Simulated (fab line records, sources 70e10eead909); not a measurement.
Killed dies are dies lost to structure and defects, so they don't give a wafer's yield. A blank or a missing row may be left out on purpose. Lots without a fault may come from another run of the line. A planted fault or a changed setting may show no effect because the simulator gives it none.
fab line records | flow nand_harc
record lots=24 wafers=72 last_day=24
route steps=1159 shown A_CONTACT@898
lots that met no fault: from a run of the same line without faults
start_h: hours from the record's first day to the start of the lot's first wafer shown | wait_h: hours since the lot's step before | " the same as in the row above | L1.1+2: a row that stands for several wafers | - no value, or no start given | * or withheld: withheld | < > ~ a bound
route shown NAME@n: a module of which the file shows steps, and the number in the route of the first | usual: mean/standard deviation of fault-free wafers | same: alike in all rows | chamber/n: place in a boat | sites: the reading at each site | _std_site: their standard deviation | _edge_site: outer sites' mean less inner sites' | radius_mm: how far each site lies from the wafer's centre | mask NAME#n: copy n | behind: the tool/chamber that last shaped the wafer | hold: why the lot was held/for how many hours/how that ended | device: the transistor (n, p or np) that didn't switch | end of line: the same wafers' tests at the end of the route | a step without rows: its recipe alone | killed: dies lost to structure and defects at the first sort, not the wafer's yield | map: a wafer's dies, x killed, . not, _ none there
set.NAME: the setting as run; set.NAME@STEP: as run at that earlier step | model.NAME: the simulator's own value behind a step, which no gauge read
steps of the route over a sample of lots; a table a step, a row a wafer
## steps
# step NHARC_A_CONTACT_INSPECT_71
# usual raw_defect_count=29/12
# columns lot.wafer tool chamber start_h wait_h raw_defect_count
L075.2 defect_inspect-02 - 374.42 0.0 25
L075.3 " - " " 25
L075.6 " - " " 33
L074.1 defect_inspect-02 - 378.17 0.0 28
L074.3 " - " " 25
L074.5 " - " " 22
L078.2 defect_inspect-01 - 385.63 0.0 23
L078.5 " - " " 46
L078.6 " - " " 28
L076.1 defect_inspect-01 - 387.38 0.0 15
L076.2 " - " " 21
L076.5 " - " " 20
L077.3 defect_inspect-01 - 389.53 0.0 11
L077.4 " - " " 12
L077.5 " - " " 13
L079.1 defect_inspect-02 - 403.81 0.0 8
L079.4 " - " " 13
L079.6 " - " " 13
L080.1 defect_inspect-02 - 409.58 0.0 34
L080.2 " - " " 39
L080.6 " - " " 36
L083.3 defect_inspect-01 - 421.54 0.0 28
L083.4 " - " " 33
L083.6 " - " " 36
L081.1 defect_inspect-01 - 427.69 0.0 11
L081.3 " - " " 5
L081.6 " - " " 11
L082.3 defect_inspect-02 - 429.41 0.0 29
L082.4 " - " " 20
L082.6 " - " " 32
L084.2 defect_inspect-02 - 434.94 0.0 29
L084.3 " - " " 26
L084.6 " - " " 30
L085.1 defect_inspect-02 - 437.07 0.0 35
L085.3 " - " " 29
L085.4 " - " " 28
L087.1 defect_inspect-01 - 441.94 0.0 36
L087.2 " - " " 38
L087.3 " - " " 23
L086.2 defect_inspect-02 - 444.35 0.0 18
L086.4 " - " " 26
L086.5 " - " " 29
L088.2 defect_inspect-02 - 464.15 0.0 29
L088.5 " - " " 24
L088.6 " - " " 29
L090.1 defect_inspect-02 - 464.64 0.0 33
L090.2 " - " " 36
L090.4 " - " " 23
L091.1 defect_inspect-02 - 468.34 0.0 57
L091.3 " - " " 43
L091.5 " - " " 49
L089.1 defect_inspect-02 - 471.97 0.0 35
L089.4 " - " " 35
L089.5 " - " " 37
L092.1 defect_inspect-02 - 473.65 0.0 24
L092.2 " - " " 21
L092.4 " - " " 8
L093.1 defect_inspect-02 - 485.20 0.0 46
L093.2 " - " " 45
L093.3 " - " " 52
L094.1 defect_inspect-02 - 485.35 0.0 45
L094.3 " - " " 36
L094.5 " - " " 44
L097.1 defect_inspect-01 - 498.51 0.0 29
L097.2 " - " " 36
L097.3 " - " " 32
L096.1 defect_inspect-02 - 503.40 0.0 26
L096.4 " - " " 12
L096.5 " - " " 18
L095.2 defect_inspect-02 - 507.28 0.0 53
L095.4 " - " " 46
L095.5 " - " " 45
# step NHARC_A_CONTACT_ETCH_124
# recipe source_w=withheld pressure_mtorr=20 bias_v=withheld time_s=140 target_depth_a=7000 ar_flow_sccm=withheld c4f8_flow_sccm=withheld o2_flow_sccm=withheld chemistry=C4F8/O2/Ar
# columns lot.wafer tool chamber start_h wait_h rf_hours_counter_h
L075.2 har_cap_etch-03 1 375.71 - 81
L075.3 " 1 " " -
L075.6 " 1 " " -
L074.1 har_cap_etch-03 0 379.36 - 82
L074.3 " 0 " " -
L074.5 " 1 " " -
L078.2 har_cap_etch-01 1 386.88 - 61
L078.5 " 0 " " -
L078.6 " 1 " " -
L076.2 har_cap_etch-02 0 389.05 - 13
L076.1 " 1 " " 13
L076.5 " 1 " " -
L077.3 har_cap_etch-03 1 390.79 - -
L077.4 " 0 " " -
L077.5 " 1 " " -
L079.1 har_cap_etch-03 1 405.00 - 87
L079.4 " 0 " " -
L079.6 " 1 " " -
L080.2 har_cap_etch-01 0 410.99 - 64
L080.1 " 1 " " 64
L080.6 " 1 " " -
L083.3 har_cap_etch-03 1 422.81 - -
L083.4 " 0 " " -
L083.6 " 1 " " -
L081.1 har_cap_etch-01 0 429.19 - 67
L081.3 " 0 " " -
L081.6 " 1 " " -
L082.3 har_cap_etch-02 0 431.51 - -
L082.4 " 1 " " -
L082.6 " 0 " " -
L084.2 har_cap_etch-02 0 436.18 - 22
L084.3 " 1 " " -
L084.6 " 0 " " -
L085.1 har_cap_etch-03 0 438.34 - 93
L085.4 " 0 " " -
L085.3 " 1 " " -
L087.2 har_cap_etch-01 1 443.18 - 71
L087.1 " 0 " " 71
L087.3 " 1 " " -
L086.2 har_cap_etch-02 1 445.60 - 24
L086.4 " 0 " " -
L086.5 " 1 " " -
L088.2 har_cap_etch-03 1 465.46 - 97
L088.5 " 0 " " -
L088.6 " 1 " " -
L090.2 har_cap_etch-02 0 466.15 - 27
L090.1 " 1 " " 27
L090.4 " 0 " " -
L091.1 har_cap_etch-03 1 469.52 - 99
L091.3 " 0 " " -
L091.5 " 0 " " -
L089.1 har_cap_etch-03 1 473.20 - 100
L089.4 " 0 " " -
L089.5 " 0 " " -
L092.2 har_cap_etch-02 0 474.95 - 29
L092.1 " 1 " " 29
L092.4 " 1 " " -
L093.2 har_cap_etch-02 1 486.45 - 32
L093.1 " 0 " " 32
L093.3 " 0 " " -
L094.1 har_cap_etch-01 1 486.62 - 79
L094.3 " 0 " " -
L094.5 " 1 " " -
L097.2 har_cap_etch-02 0 499.70 - 34
L097.1 " 1 " " 34
L097.3 " 0 " " -
L096.1 har_cap_etch-02 0 505.12 - 36
L096.4 " 0 " " -
L096.5 " 0 " " -
L095.2 har_cap_etch-02 0 508.46 - 37
L095.4 " 0 " " -
L095.5 " 1 " " -
# step NHARC_A_CONTACT_ETCH_125
# recipe source_w=withheld pressure_mtorr=20 bias_v=1200 time_s=155 target_depth_a=9560 ar_flow_sccm=withheld c4f8_flow_sccm=withheld o2_flow_sccm=withheld chemistry=C4F8/O2/Ar
# columns lot.wafer tool chamber start_h wait_h rf_hours_counter_h
L075.2 har_cap_etch-03 1 375.91 0.2 81
L075.3 " 1 " " -
L075.6 " 1 " " -
L074.1 har_cap_etch-03 0 379.56 0.2 82
L074.3 " 0 " " -
L074.5 " 1 " " -
L078.2 har_cap_etch-01 1 387.06 0.2 61
L078.5 " 0 " " -
L078.6 " 1 " " -
L076.2 har_cap_etch-02 0 389.25 0.2 14
L076.1 " 1 " " 14
L076.5 " 1 " " -
L077.3 har_cap_etch-03 1 390.97 0.1 -
L077.4 " 0 " " -
L077.5 " 1 " " -
L079.1 har_cap_etch-03 1 405.20 0.2 87
L079.4 " 0 " " -
L079.6 " 1 " " -
L080.2 har_cap_etch-01 0 411.19 0.2 64
L080.1 " 1 " " 64
L080.6 " 1 " " -
L083.3 har_cap_etch-03 1 423.05 0.2 -
L083.4 " 0 " " -
L083.6 " 1 " " -
L081.1 har_cap_etch-01 0 429.38 0.2 68
L081.3 " 0 " " -
L081.6 " 1 " " -
L082.3 har_cap_etch-02 0 431.69 0.1 -
L082.4 " 1 " " -
L082.6 " 0 " " -
L084.2 har_cap_etch-02 0 436.37 0.2 22
L084.3 " 1 " " -
L084.6 " 0 " " -
L085.1 har_cap_etch-03 0 438.55 0.2 94
L085.4 " 0 " " -
L085.3 " 1 " " -
L087.2 har_cap_etch-01 1 443.38 0.2 71
L087.1 " 0 " " 71
L087.3 " 1 " " -
L086.2 har_cap_etch-02 1 445.79 0.2 24
L086.4 " 0 " " -
L086.5 " 1 " " -
L088.2 har_cap_etch-03 1 465.71 0.2 98
L088.5 " 0 " " -
L088.6 " 1 " " -
L090.2 har_cap_etch-02 0 466.35 0.2 27
L090.1 " 1 " " 27
L090.4 " 0 " " -
L091.1 har_cap_etch-03 1 469.88 0.3 99
L091.3 " 0 " " -
L091.5 " 0 " " -
L089.1 har_cap_etch-03 1 473.46 0.2 100
L089.4 " 0 " " -
L089.5 " 0 " " -
L092.2 har_cap_etch-02 0 475.15 0.2 29
L092.1 " 1 " " 29
L092.4 " 1 " " -
L093.2 har_cap_etch-02 1 486.65 0.2 32
L093.1 " 0 " " 32
L093.3 " 0 " " -
L094.1 har_cap_etch-01 1 486.81 0.2 79
L094.3 " 0 " " -
L094.5 " 1 " " -
L097.2 har_cap_etch-02 0 499.90 0.2 34
L097.1 " 1 " " 34
L097.3 " 0 " " -
L096.1 har_cap_etch-02 0 505.31 0.2 36
L096.4 " 0 " " -
L096.5 " 0 " " -
L095.2 har_cap_etch-02 0 508.65 0.2 37
L095.4 " 0 " " -
L095.5 " 1 " " -
# step NHARC_A_CONTACT_ETCH_127
# recipe source_w=withheld pressure_mtorr=20 bias_v=1200 time_s=155 target_depth_a=9560 ar_flow_sccm=withheld c4f8_flow_sccm=withheld o2_flow_sccm=withheld chemistry=C4F8/O2/Ar
# columns lot.wafer tool chamber start_h wait_h rf_hours_counter_h
L075.2 har_cap_etch-03 1 376.20 0.1 81
L075.3 " 1 " " -
L075.6 " 1 " " -
L074.1 har_cap_etch-03 0 379.84 0.1 82
L074.3 " 0 " " -
L074.5 " 1 " " -
L078.2 har_cap_etch-01 1 387.35 0.1 61
L078.5 " 0 " " -
L078.6 " 1 " " -
L076.2 har_cap_etch-02 0 389.54 0.1 14
L076.1 " 1 " " 14
L076.5 " 1 " " -
L077.3 har_cap_etch-03 1 391.25 0.1 -
L077.4 " 0 " " -
L077.5 " 1 " " -
L079.1 har_cap_etch-03 1 405.48 0.1 88
L079.4 " 0 " " -
L079.6 " 1 " " -
L080.2 har_cap_etch-01 0 411.47 0.1 65
L080.1 " 1 " " 65
L080.6 " 1 " " -
L083.3 har_cap_etch-03 1 423.43 0.2 -
L083.4 " 0 " " -
L083.6 " 1 " " -
L081.1 har_cap_etch-01 0 429.67 0.1 68
L081.3 " 0 " " -
L081.6 " 1 " " -
L082.3 har_cap_etch-02 0 431.98 0.1 -
L082.4 " 1 " " -
L082.6 " 0 " " -
L084.2 har_cap_etch-02 0 436.65 0.1 22
L084.3 " 1 " " -
L084.6 " 0 " " -
L085.1 har_cap_etch-03 0 438.83 0.1 94
L085.4 " 0 " " -
L085.3 " 1 " " -
L087.2 har_cap_etch-01 1 443.67 0.1 71
L087.1 " 0 " " 71
L087.3 " 1 " " -
L086.2 har_cap_etch-02 1 446.07 0.1 24
L086.4 " 0 " " -
L086.5 " 1 " " -
L088.2 har_cap_etch-03 1 466.09 0.2 98
L088.5 " 0 " " -
L088.6 " 1 " " -
L090.2 har_cap_etch-02 0 466.63 0.1 27
L090.1 " 1 " " 27
L090.4 " 0 " " -
L091.1 har_cap_etch-03 1 470.26 0.2 99
L091.3 " 0 " " -
L091.5 " 0 " " -
L089.1 har_cap_etch-03 1 473.84 0.2 100
L089.4 " 0 " " -
L089.5 " 0 " " -
L092.2 har_cap_etch-02 0 475.43 0.1 30
L092.1 " 1 " " 30
L092.4 " 1 " " -
L093.2 har_cap_etch-02 1 486.93 0.1 32
L093.1 " 0 " " 32
L093.3 " 0 " " -
L094.1 har_cap_etch-01 1 487.09 0.1 79
L094.3 " 0 " " -
L094.5 " 1 " " -
L097.2 har_cap_etch-02 0 500.18 0.1 35
L097.1 " 1 " " 35
L097.3 " 0 " " -
L096.1 har_cap_etch-02 0 505.60 0.1 36
L096.4 " 0 " " -
L096.5 " 0 " " -
L095.2 har_cap_etch-02 0 508.93 0.1 37
L095.4 " 0 " " -
L095.5 " 1 " " -
# step NHARC_A_CONTACT_ETCH_130
# recipe source_w=withheld pressure_mtorr=20 bias_v=1200 time_s=155 target_depth_a=9560 ar_flow_sccm=withheld c4f8_flow_sccm=withheld o2_flow_sccm=withheld chemistry=C4F8/O2/Ar
# columns lot.wafer tool chamber start_h wait_h rf_hours_counter_h
L075.2 har_cap_etch-03 1 376.63 0.1 81
L075.3 " 1 " " -
L075.6 " 1 " " -
L074.1 har_cap_etch-03 0 380.27 0.1 83
L074.3 " 0 " " -
L074.5 " 1 " " -
L078.2 har_cap_etch-01 1 387.77 0.1 62
L078.5 " 0 " " -
L078.6 " 1 " " -
L076.2 har_cap_etch-02 0 389.96 0.1 14
L076.1 " 1 " " 14
L076.5 " 1 " " -
L077.3 har_cap_etch-03 1 391.68 0.1 -
L077.4 " 0 " " -
L077.5 " 1 " " -
L079.1 har_cap_etch-03 1 405.90 0.1 88
L079.4 " 0 " " -
L079.6 " 1 " " -
L080.2 har_cap_etch-01 0 411.89 0.1 65
L080.1 " 1 " " 65
L080.6 " 1 " " -
L083.3 har_cap_etch-03 1 423.99 0.2 -
L083.4 " 0 " " -
L083.6 " 1 " " -
L081.1 har_cap_etch-01 0 430.09 0.1 68
L081.3 " 0 " " -
L081.6 " 1 " " -
L082.3 har_cap_etch-02 0 432.40 0.1 -
L082.4 " 1 " " -
L082.6 " 0 " " -
L084.2 har_cap_etch-02 0 437.08 0.1 23
L084.3 " 1 " " -
L084.6 " 0 " " -
L085.1 har_cap_etch-03 0 439.26 0.1 94
L085.4 " 0 " " -
L085.3 " 1 " " -
L087.2 har_cap_etch-01 1 444.09 0.1 71
L087.1 " 0 " " 71
L087.3 " 1 " " -
L086.2 har_cap_etch-02 1 446.49 0.1 25
L086.4 " 0 " " -
L086.5 " 1 " " -
L088.2 har_cap_etch-03 1 466.66 0.2 98
L088.5 " 0 " " -
L088.6 " 1 " " -
L090.2 har_cap_etch-02 0 467.06 0.1 28
L090.1 " 1 " " 28
L090.4 " 0 " " -
L091.1 har_cap_etch-03 1 470.83 0.2 100
L091.3 " 0 " " -
L091.5 " 0 " " -
L089.1 har_cap_etch-03 1 474.41 0.2 101
L089.4 " 0 " " -
L089.5 " 0 " " -
L092.2 har_cap_etch-02 0 475.85 0.1 30
L092.1 " 1 " " 30
L092.4 " 1 " " -
L093.2 har_cap_etch-02 1 487.36 0.1 32
L093.1 " 0 " " 32
L093.3 " 0 " " -
L094.1 har_cap_etch-01 1 487.51 0.1 80
L094.3 " 0 " " -
L094.5 " 1 " " -
L097.2 har_cap_etch-02 0 500.61 0.1 35
L097.1 " 1 " " 35
L097.3 " 0 " " -
L096.1 har_cap_etch-02 0 506.02 0.1 36
L096.4 " 0 " " -
L096.5 " 0 " " -
L095.2 har_cap_etch-02 0 509.36 0.1 38
L095.4 " 0 " " -
L095.5 " 1 " " -
# step NHARC_A_CONTACT_ETCH_133
# recipe source_w=withheld pressure_mtorr=20 bias_v=400 time_s=195 target_depth_a=8400 ar_flow_sccm=withheld c4f8_flow_sccm=11.5 o2_flow_sccm=7.2 chemistry=C4F8/O2/Ar
# columns lot.wafer tool chamber start_h wait_h rf_hours_counter_h
L075.2 har_cap_etch-03 1 377.05 0.1 82
L075.3 " 1 " " -
L075.6 " 1 " " -
L074.1 har_cap_etch-03 0 380.70 0.1 83
L074.3 " 0 " " -
L074.5 " 1 " " -
L078.2 har_cap_etch-01 1 388.22 0.1 62
L078.5 " 0 " " -
L078.6 " 1 " " -
L076.2 har_cap_etch-02 0 390.38 0.1 15
L076.1 " 1 " " 15
L076.5 " 1 " " -
L077.3 har_cap_etch-03 1 392.15 0.2 -
L077.4 " 0 " " -
L077.5 " 1 " " -
L079.1 har_cap_etch-03 1 406.33 0.1 88
L079.4 " 0 " " -
L079.6 " 1 " " -
L080.2 har_cap_etch-01 0 412.32 0.1 65
L080.1 " 1 " " 65
L080.6 " 1 " " -
L083.3 har_cap_etch-03 1 424.62 0.2 -
L083.4 " 0 " " -
L083.6 " 1 " " -
L081.1 har_cap_etch-01 0 430.52 0.1 69
L081.3 " 0 " " -
L081.6 " 1 " " -
L082.3 har_cap_etch-02 0 432.87 0.2 -
L082.4 " 1 " " -
L082.6 " 0 " " -
L084.2 har_cap_etch-02 0 437.53 0.1 23
L084.3 " 1 " " -
L084.6 " 0 " " -
L085.1 har_cap_etch-03 0 439.69 0.1 95
L085.4 " 0 " " -
L085.3 " 1 " " -
L087.2 har_cap_etch-01 1 444.52 0.1 72
L087.1 " 0 " " 72
L087.3 " 1 " " -
L086.2 har_cap_etch-02 1 446.94 0.1 25
L086.4 " 0 " " -
L086.5 " 1 " " -
L088.2 har_cap_etch-03 1 467.26 0.2 99
L088.5 " 0 " " -
L088.6 " 1 " " -
L090.2 har_cap_etch-02 0 467.48 0.1 28
L090.1 " 1 " " 28
L090.4 " 0 " " -
L091.1 har_cap_etch-03 1 471.40 0.2 100
L091.3 " 0 " " -
L091.5 " 0 " " -
L089.1 har_cap_etch-03 1 474.98 0.2 101
L089.4 " 0 " " -
L089.5 " 0 " " -
L092.2 har_cap_etch-02 0 476.28 0.1 30
L092.1 " 1 " " 30
L092.4 " 1 " " -
L093.2 har_cap_etch-02 1 487.79 0.1 33
L093.1 " 0 " " 33
L093.3 " 0 " " -
L094.1 har_cap_etch-01 1 487.96 0.1 80
L094.3 " 0 " " -
L094.5 " 1 " " -
L097.2 har_cap_etch-02 0 501.03 0.1 35
L097.1 " 1 " " 35
L097.3 " 0 " " -
L096.1 har_cap_etch-02 0 506.47 0.1 37
L096.4 " 0 " " -
L096.5 " 0 " " -
L095.2 har_cap_etch-02 0 509.79 0.1 38
L095.4 " 0 " " -
L095.5 " 1 " " -
## key
fault none
